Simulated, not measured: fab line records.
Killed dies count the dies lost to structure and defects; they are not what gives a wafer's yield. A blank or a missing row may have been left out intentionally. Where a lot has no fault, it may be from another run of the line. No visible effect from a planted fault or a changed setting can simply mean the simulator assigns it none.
Which tool did it? | flow nand harc | 21 lots with 63 wafers sampled at 6 steps, on a route of 1302 steps

== WHAT THE GAUGES SHOWED, per wafer ==
Not one reading of a measure or inspect step in the record can be checked against a usual standard deviation.

== WHAT TOOL EACH LOT RAN ON (gives the tool, then ch and the chambers of the sampled wafers, and finally the start) ==
lot  | NHARC_A_STAIRCASE_TRIM_224                    | NHARC_A_STAIRCASE_TRIM_229         | NHARC_A_STAIRCASE_ETCH_230                    | NHARC_A_STAIRCASE_TRIM_233                    | NHARC_A_STAIRCASE_DESCUM_270       | NHARC_A_STAIRCASE_ETCH_294
L074 | rie diel-03 ch 0,1,2, day 16 03:10 or earlier | rie diel-03 ch 1,2,3, day 16 03:10 | rie diel-03 ch 0,2,3, day 16 11:49 or earlier | rie diel-03 ch 0,1,3, day 16 11:49 or earlier | rie diel-03 ch 1,3, day 16 11:49   | rie diel-13 ch 0,1,2, no start
L075 | rie diel-02 ch 0,2,3, day 16 03:33 or earlier | rie diel-03 ch 1,2,3, day 16 03:33 | rie diel-03 ch 0,1,3, day 16 12:03 or earlier | rie diel-03 ch 0,1,3, day 16 12:03 or earlier | rie diel-03 ch 0,1,3, day 16 12:03 | rie diel-03 ch 1,2, no start
L076 | rie diel-03 ch 0,1,2, day 17 03:55 or earlier | rie diel-03 ch 1,2,3, day 17 03:55 | rie diel-03 ch 1,2,3, day 17 11:09 or earlier | rie diel-03 ch 0,1,3, day 17 11:09 or earlier | rie diel-03 ch 0,1,2, day 17 11:09 | rie diel-13 ch 1,2,3, no start
L077 | rie diel-03 ch 0,2,3, day 17 17:34 or earlier | rie diel-03 ch 0,1,3, day 17 17:34 | rie diel-03 ch 1,2,3, day 18 02:20 or earlier | rie diel-03 ch 1,2, day 18 02:20 or earlier   | rie diel-13 ch 1,2,3, day 18 02:20 | rie diel-03 ch 1,2, no start
L078 | rie diel-03 ch 0,1,2, day 17 18:05 or earlier | rie diel-13 ch 0,1,2, day 17 18:05 | rie diel-13 ch 0,1,2, day 18 02:34 or earlier | rie diel-13 ch 0,1,3, day 18 02:34 or earlier | rie diel-02 ch 0,1,2, day 18 02:34 | rie diel-03 ch 0,1,3, no start
L080 | rie diel-02 ch 0,1,2, day 18 10:37 or earlier | rie diel-02 ch 1,2, day 18 10:37   | rie diel-02 ch 1,2, day 18 17:24 or earlier   | rie diel-02 ch 0,1,2, day 18 17:24 or earlier | rie diel-13 ch 0,2, day 18 17:24   | rie diel-13 ch 1,2, no start
L079 | rie diel-02 ch 0,1, day 18 12:19 or earlier   | rie diel-02 ch 1,2, day 18 12:19   | rie diel-02 ch 0,1, day 18 18:53 or earlier   | rie diel-02 ch 0,1, day 18 18:53 or earlier   | rie diel-03 ch 0,1,3, day 18 18:53 | rie diel-13 ch 1,2,3, no start
L081 | rie diel-13 ch 2,3, day 19 02:59 or earlier   | rie diel-13 ch 0,2,3, day 19 02:59 | rie diel-13 ch 1,2, day 19 13:02 or earlier   | rie diel-13 ch 2,3, day 19 13:02 or earlier   | rie diel-03 ch 0,2,3, day 19 13:02 | rie diel-03 ch 1,2,3, no start
L082 | rie diel-02 ch 0,2,3, day 19 09:47 or earlier | rie diel-13 ch 0,3, day 19 09:47   | rie diel-13 ch 1,3, day 19 17:19 or earlier   | rie diel-13 ch 0,2, day 19 17:19 or earlier   | rie diel-13 ch 0,2, day 19 17:19   | rie diel-13 ch 0,1,3, no start
L083 | rie diel-02 ch 1,2,3, day 19 13:11 or earlier | rie diel-02 ch 0,2,3, day 19 13:11 | rie diel-02 ch 0,3, day 19 20:18 or earlier   | rie diel-02 ch 0,3, day 19 20:18 or earlier   | rie diel-13 ch 0,1, day 19 20:18   | rie diel-02 ch 0,1,3, no start
L085 | rie diel-13 ch 0,2,3, day 20 08:40 or earlier | rie diel-13 ch 0,1,3, day 20 08:40 | rie diel-13 ch 0,1, day 20 15:26 or earlier   | rie diel-13 ch 2,3, day 20 15:26 or earlier   | rie diel-03 ch 0,1, day 20 15:26   | rie diel-03 ch 0,1, no start
L087 | rie diel-13 ch 0,1,2, day 21 02:58 or earlier | rie diel-13 ch 0,1,2, day 21 02:58 | rie diel-13 ch 0,1,2, day 21 12:20 or earlier | rie diel-13 ch 0,2,3, day 21 12:20 or earlier | rie diel-02 ch 0,2,3, day 21 12:20 | rie diel-03 ch 0,1, no start
L088 | rie diel-02 ch 1,2, day 21 20:45 or earlier   | rie diel-02 ch 1,2, day 21 20:45   | rie diel-02 ch 0,1,2, day 22 07:28 or earlier | rie diel-02 ch 0,2, day 22 07:28 or earlier   | rie diel-02 ch 2,3, day 22 07:28   | rie diel-13 ch 0,1,3, no start
L089 | rie diel-13 ch 0,1,3, day 22 05:12 or earlier | rie diel-03 ch 2,3, day 22 05:12   | rie diel-03 ch 0,1, day 22 11:28 or earlier   | rie diel-03 ch 0,1,2, day 22 11:28 or earlier | rie diel-02 ch 0,1, day 22 11:28   | rie diel-02 ch 1,2,3, no start
L090 | rie diel-13 ch 0,1,2, day 23 10:37 or earlier | rie diel-13 ch 1,2,3, day 23 10:37 | rie diel-13 ch 1,2,3, day 23 18:16 or earlier | rie diel-13 ch 0,2,3, day 23 18:16 or earlier | rie diel-03 ch 0,1,2, day 23 18:16 | rie diel-13 ch 0,1,3, no start
L091 | rie diel-02 ch 2,3, day 23 11:01 or earlier   | rie diel-02 ch 1,2, day 23 11:01   | rie diel-02 ch 1,2,3, day 23 18:58 or earlier | rie diel-02 ch 2,3, day 23 18:58 or earlier   | rie diel-13 ch 0,1, day 23 18:58   | rie diel-02 ch 1,2,3, no start
L093 | rie diel-02 ch 0,1,3, day 23 16:23 or earlier | rie diel-03 ch 0,1,3, day 23 16:23 | rie diel-03 ch 0,2,3, day 23 22:37 or earlier | rie diel-03 ch 0,1,3, day 23 22:37 or earlier | rie diel-02 ch 2,3, day 23 22:37   | rie diel-13 ch 1,2, no start
L092 | rie diel-13 ch 0,2,3, day 23 17:24 or earlier | rie diel-02 ch 1,2,3, day 23 17:24 | rie diel-02 ch 0,2, day 24 03:00 or earlier   | rie diel-02 ch 0,1,2, day 24 03:00 or earlier | rie diel-13 ch 0,1, day 24 03:00   | rie diel-03 ch 1,2,3, no start
L095 | rie diel-03 ch 1,2,3, day 24 13:27 or earlier | rie diel-02 ch 1,2, day 24 13:27   | rie diel-02 ch 0,3, day 24 23:33 or earlier   | rie diel-02 ch 0,1,2, day 24 23:33 or earlier | rie diel-13 ch 0,1, day 24 23:33   | rie diel-03 ch 0,1,3, no start
L094 | rie diel-02 ch 0,1,3, day 24 13:53 or earlier | rie diel-02 ch 0,2,3, day 24 13:53 | rie diel-02 ch 0,1,2, day 25 00:31 or earlier | rie diel-02 ch 1,2,3, day 25 00:31 or earlier | rie diel-03 ch 0,1,2, day 25 00:31 | rie diel-02 ch 1,2,3, no start
L096 | rie diel-02 ch 1,2, day 25 05:45 or earlier   | rie diel-02 ch 1,2,3, day 25 05:45 | rie diel-02 ch 2,3, day 25 14:13 or earlier   | rie diel-02 ch 2,3, day 25 14:13 or earlier   | rie diel-13 ch 0,2,3, day 25 14:13 | rie diel-13 ch 2,3, no start
- NHARC_A_STAIRCASE_TRIM_224: chemistry O2, time 211.2 s.
- NHARC_A_STAIRCASE_TRIM_229: chemistry O2, time 211.2 s.
- NHARC_A_STAIRCASE_ETCH_230: etches the open film in C4F8/O2, target depth 100 nm, time 40.5 s.
- NHARC_A_STAIRCASE_TRIM_233: chemistry O2, time 211.2 s.
- NHARC_A_STAIRCASE_DESCUM_270: chemistry O2, time 3 s.
- NHARC_A_STAIRCASE_ETCH_294: etches the open film in C4F8/O2/Ar, target depth 4989 nm, time 1211.6 s.

== AS READ BY THE TOOLS THEMSELVES (means over the sampled wafers that have a number; for cases with no such wafer, the mark the record gives instead) ==
NHARC_A_STAIRCASE_TRIM_224.
lot  | tool        | drypump motor current A (A) | mfc ar sccm (sccm) | oes product au (a.u.) | rf vpp V (V) | showerhead plenum p Torr (Torr) | throttle valve pct (%)
L074 | rie diel-03 | 6.0                         | 0.005              | 0.993                 | 58.7         | 3.51                            | 17.037
L075 | rie diel-02 | 5.6                         | 0.000              | 1.005                 | 57.4         | 3.38                            | 17.033
L076 | rie diel-03 | 6.0                         | 0.005              | 0.994                 | 58.3         | 3.51                            | 17.035
L077 | rie diel-03 | 6.0                         | 0.018              | 1.002                 | 57.5         | 3.47                            | 17.039
L078 | rie diel-03 | 6.0                         | 0.005              | 0.994                 | 57.4         | 3.51                            | 17.031
L080 | rie diel-02 | 5.8                         | 0.000              | 0.988                 | 56.9         | 3.49                            | 17.033
L079 | rie diel-02 | 5.9                         | 0.000              | 0.998                 | 58.1         | 3.63                            | 17.029
L081 | rie diel-13 | 6.4                         | 0.018              | 1.010                 | 57.3         | 3.44                            | 17.038
L082 | rie diel-02 | 5.6                         | 0.000              | 0.996                 | 56.9         | 3.37                            | 17.045
L083 | rie diel-02 | 5.8                         | 0.000              | 0.996                 | 57.9         | 3.49                            | 17.043
L085 | rie diel-13 | 6.1                         | 0.009              | 1.010                 | 57.9         | 3.45                            | 17.034
L087 | rie diel-13 | 5.7                         | 0.009              | 1.004                 | 57.6         | 3.44                            | 17.043
L088 | rie diel-02 | 5.8                         | 0.001              | 0.990                 | 58.2         | 3.46                            | 17.039
L089 | rie diel-13 | 5.8                         | 0.000              | 1.007                 | 57.2         | 3.50                            | 17.039
L090 | rie diel-13 | 5.8                         | 0.009              | 1.007                 | 57.1         | 3.43                            | 17.039
L091 | rie diel-02 | 5.6                         | 0.001              | 0.997                 | 57.0         | 3.34                            | 17.042
L093 | rie diel-02 | 5.8                         | 0.000              | 0.997                 | 57.6         | 3.49                            | 17.032
L092 | rie diel-13 | 6.1                         | 0.009              | 1.011                 | 57.3         | 3.44                            | 17.038
L095 | rie diel-03 | 6.0                         | 0.013              | 1.013                 | 58.5         | 3.70                            | 17.032
L094 | rie diel-02 | 5.8                         | 0.000              | 1.016                 | 57.5         | 3.49                            | 17.035
L096 | rie diel-02 | 5.8                         | 0.001              | 0.987                 | 57.7         | 3.44                            | 17.042

NHARC_A_STAIRCASE_TRIM_229.
lot  | tool        | drypump motor current A (A) | mfc ar sccm (sccm) | oes product au (a.u.) | rf vpp V (V) | showerhead plenum p Torr (Torr) | throttle valve pct (%)
L074 | rie diel-03 | 5.9                         | 0.013              | 1.003                 | 57.3         | 3.55                            | 17.030
L075 | rie diel-03 | 6.0                         | 0.013              | 1.002                 | 57.7         | 3.55                            | 17.035
L076 | rie diel-03 | 5.9                         | 0.013              | 1.002                 | 58.0         | 3.55                            | 17.032
L077 | rie diel-03 | 5.9                         | 0.018              | 1.001                 | 58.3         | 3.62                            | 17.031
L078 | rie diel-13 | 5.7                         | 0.009              | 1.003                 | 58.3         | 3.45                            | 17.040
L080 | rie diel-02 | 5.9                         | 0.000              | 0.988                 | 58.2         | 3.61                            | 17.036
L079 | rie diel-02 | 5.9                         | 0.000              | 0.991                 | 58.5         | 3.61                            | 17.039
L081 | rie diel-13 | 6.1                         | 0.009              | 1.011                 | 57.9         | 3.46                            | 17.036
L082 | rie diel-13 | 5.8                         | 0.000              | 1.004                 | 57.7         | 3.48                            | 17.029
L083 | rie diel-02 | 5.6                         | 0.000              | 0.995                 | 57.2         | 3.37                            | 17.041
L085 | rie diel-13 | 5.9                         | 0.000              | 1.004                 | 57.8         | 3.50                            | 17.041
L087 | rie diel-13 | 5.7                         | 0.009              | 1.001                 | 57.4         | 3.44                            | 17.042
L088 | rie diel-02 | 5.9                         | 0.000              | 0.998                 | 58.3         | 3.59                            | 17.034
L089 | rie diel-03 | 5.9                         | 0.026              | 1.007                 | 57.7         | 3.49                            | 17.034
L090 | rie diel-13 | 6.1                         | 0.009              | 1.001                 | 57.6         | 3.47                            | 17.043
L091 | rie diel-02 | 5.9                         | 0.000              | 0.994                 | 58.0         | 3.58                            | 17.038
L093 | rie diel-03 | 5.9                         | 0.018              | 1.023                 | 58.6         | 3.59                            | 17.035
L092 | rie diel-02 | 5.8                         | 0.000              | 0.993                 | 56.8         | 3.47                            | 17.036
L095 | rie diel-02 | 5.8                         | 0.001              | 0.984                 | 58.8         | 3.45                            | 17.039
L094 | rie diel-02 | 5.6                         | 0.000              | 1.000                 | 58.0         | 3.35                            | 17.036
L096 | rie diel-02 | 5.8                         | 0.000              | 0.991                 | 58.3         | 3.47                            | 17.023

NHARC_A_STAIRCASE_ETCH_230.
lot  | tool        | oes product au (a.u.) | rf vpp V (V)
L074 | rie diel-03 | 0.946                 | 893
L075 | rie diel-03 | 0.956                 | 900
L076 | rie diel-03 | 0.935                 | 897
L077 | rie diel-03 | 0.935                 | 896
L078 | rie diel-13 | 0.933                 | 893
L080 | rie diel-02 | 0.920                 | 894
L079 | rie diel-02 | 0.936                 | 898
L081 | rie diel-13 | 0.950                 | 892
L082 | rie diel-13 | 0.972                 | 896
L083 | rie diel-02 | 0.948                 | 890
L085 | rie diel-13 | 0.929                 | 893
L087 | rie diel-13 | 0.950                 | 893
L088 | rie diel-02 | 0.945                 | 894
L089 | rie diel-03 | 0.973                 | 899
L090 | rie diel-13 | 0.947                 | 895
L091 | rie diel-02 | 0.946                 | 894
L093 | rie diel-03 | 0.974                 | 899
L092 | rie diel-02 | 0.943                 | 889
L095 | rie diel-02 | 0.948                 | 890
L094 | rie diel-02 | 0.938                 | 893
L096 | rie diel-02 | 0.946                 | 891

NHARC_A_STAIRCASE_TRIM_233.
lot  | tool        | drypump motor current A (A) | mfc ar sccm (sccm) | oes product au (a.u.) | rf vpp V (V) | showerhead plenum p Torr (Torr) | throttle valve pct (%)
L074 | rie diel-03 | 5.9                         | 0.018              | 1.005                 | 58.3         | 3.63                            | 17.041
L075 | rie diel-03 | 5.9                         | 0.018              | 1.006                 | 57.9         | 3.63                            | 17.037
L076 | rie diel-03 | 5.9                         | 0.018              | 0.999                 | 58.0         | 3.62                            | 17.036
L077 | rie diel-03 | 6.1                         | 0.001              | 0.989                 | 57.7         | 3.44                            | 17.035
L078 | rie diel-13 | 5.9                         | 0.000              | 1.000                 | 58.1         | 3.52                            | 17.024
L080 | rie diel-02 | 5.8                         | 0.000              | 0.985                 | 57.9         | 3.49                            | 17.038
L079 | rie diel-02 | 5.9                         | 0.000              | 0.997                 | 57.8         | 3.63                            | 17.044
L081 | rie diel-13 | 6.4                         | 0.009              | 1.004                 | 57.1         | 3.50                            | 17.032
L082 | rie diel-13 | 5.7                         | 0.009              | 1.002                 | 57.5         | 3.42                            | 17.042
L083 | rie diel-02 | 5.6                         | 0.000              | 0.996                 | 57.9         | 3.38                            | 17.039
L085 | rie diel-13 | 6.3                         | 0.018              | 1.020                 | 57.4         | 3.43                            | 17.041
L087 | rie diel-13 | 6.1                         | 0.009              | 0.999                 | 57.0         | 3.45                            | 17.036
L088 | rie diel-02 | 5.6                         | 0.001              | 0.998                 | 58.2         | 3.33                            | 17.036
L089 | rie diel-03 | 6.0                         | 0.005              | 0.987                 | 57.8         | 3.49                            | 17.044
L090 | rie diel-13 | 6.1                         | 0.009              | 0.995                 | 57.7         | 3.44                            | 17.024
L091 | rie diel-02 | 5.6                         | 0.001              | 0.999                 | 57.1         | 3.34                            | 17.037
L093 | rie diel-03 | 5.9                         | 0.018              | 1.010                 | 57.5         | 3.59                            | 17.042
L092 | rie diel-02 | 5.8                         | 0.000              | 0.998                 | 58.4         | 3.46                            | 17.036
L095 | rie diel-02 | 5.8                         | 0.000              | 0.998                 | 58.4         | 3.46                            | 17.037
L094 | rie diel-02 | 5.8                         | 0.000              | 1.005                 | 58.0         | 3.47                            | 17.029
L096 | rie diel-02 | 5.6                         | 0.001              | 1.005                 | 57.5         | 3.34                            | 17.040

NHARC_A_STAIRCASE_DESCUM_270.
lot  | tool        | drypump motor current A (A) | mfc ar sccm (sccm) | oes product au (a.u.) | rf vpp V (V) | showerhead plenum p Torr (Torr) | throttle valve pct (%)
L074 | rie diel-03 | 5.9                         | 0.013              | 0.998                 | 58.1         | 2.01                            | 11.321
L075 | rie diel-03 | 5.9                         | 0.018              | 0.997                 | 58.5         | 1.97                            | 11.312
L076 | rie diel-03 | 6.0                         | 0.005              | 0.998                 | 57.4         | 1.90                            | 11.317
L077 | rie diel-13 | 6.1                         | 0.009              | 1.008                 | 58.1         | 1.89                            | 11.317
L078 | rie diel-02 | 5.8                         | 0.000              | 0.991                 | 57.2         | 1.89                            | 11.314
L080 | rie diel-13 | 5.9                         | 0.018              | 1.010                 | 57.1         | 1.84                            | 11.311
L079 | rie diel-03 | 5.9                         | 0.018              | 1.003                 | 57.9         | 1.96                            | 11.315
L081 | rie diel-03 | 6.0                         | 0.018              | 1.003                 | 58.6         | 1.87                            | 11.306
L082 | rie diel-13 | 5.7                         | 0.009              | 1.016                 | 57.0         | 1.85                            | 11.306
L083 | rie diel-13 | 5.5                         | 0.000              | 1.003                 | 57.1         | 1.89                            | 11.309
L085 | rie diel-03 | 6.0                         | 0.010              | 0.998                 | 57.9         | 1.93                            | 11.318
L087 | rie diel-02 | 5.6                         | 0.000              | 1.002                 | 57.8         | 1.82                            | 11.311
L088 | rie diel-02 | 5.7                         | 0.000              | 0.997                 | 57.5         | 1.82                            | 11.316
L089 | rie diel-02 | 5.8                         | 0.000              | 1.001                 | 57.4         | 1.89                            | 11.311
L090 | rie diel-03 | 6.0                         | 0.005              | 1.014                 | 58.1         | 1.99                            | 11.323
L091 | rie diel-13 | 5.5                         | 0.000              | 1.002                 | 57.3         | 1.88                            | 11.311
L093 | rie diel-02 | 5.6                         | 0.001              | 0.997                 | 57.1         | 1.80                            | 11.306
L092 | rie diel-13 | 5.4                         | 0.000              | 1.006                 | 57.8         | 1.87                            | 11.322
L095 | rie diel-13 | 5.5                         | 0.000              | 1.003                 | 57.6         | 1.87                            | 11.303
L094 | rie diel-03 | 6.0                         | 0.005              | 1.017                 | 58.3         | 1.99                            | 11.304
L096 | rie diel-13 | 6.0                         | 0.009              | 1.007                 | 57.8         | 1.86                            | 11.306

NHARC_A_STAIRCASE_ETCH_294.
lot  | tool        | oes product au (a.u.) | rf vpp V (V)
L074 | rie diel-13 | 0.935                 | 1822
L075 | rie diel-03 | 0.919                 | 1830
L076 | rie diel-13 | 0.932                 | 1824
L077 | rie diel-03 | 0.925                 | 1820
L078 | rie diel-03 | 0.937                 | 1834
L080 | rie diel-13 | 0.935                 | 1823
L079 | rie diel-13 | 0.937                 | 1823
L081 | rie diel-03 | 0.933                 | 1827
L082 | rie diel-13 | 0.936                 | 1826
L083 | rie diel-02 | 0.938                 | 1825
L085 | rie diel-03 | 0.934                 | 1829
L087 | rie diel-03 | 0.934                 | 1834
L088 | rie diel-13 | 0.927                 | 1824
L089 | rie diel-02 | 0.922                 | 1823
L090 | rie diel-13 | 0.941                 | 1825
L091 | rie diel-02 | 0.939                 | 1823
L093 | rie diel-13 | 0.934                 | 1818
L092 | rie diel-03 | 0.948                 | 1838
L095 | rie diel-03 | 0.946                 | 1831
L094 | rie diel-02 | 0.939                 | 1822
L096 | rie diel-13 | 0.940                 | 1818

== THE ANSWER, worked out from the rows above alone ==
Rule: the usual values come from the lots themselves. The widest of any qualifying gaps counts: lots, ordered by their means at a reading, are off when they make up no more than a third of the lots, leave a main group of 4 or more, and stand apart from it by 3 or more times the standard deviation of that group's means. Not used: any main group whose means are identical at the precision the tables above print for the reading. Also off: a lot with no number at a reading for which 4 or more lots have one. Where the step has rows for the other lots, those lots are counted as sound. First the gauges in route order, then the tools' own readings, where a lot's mean is used as printed above. The first step at which some lot is off is used, and at that step the reading that is off furthest; a lot without a number counts as furthest.
Across all readings shown, no lot is off: no conclusion can be drawn from this.

== WHAT HAD BEEN PUT IN BY THE SIMULATOR ==
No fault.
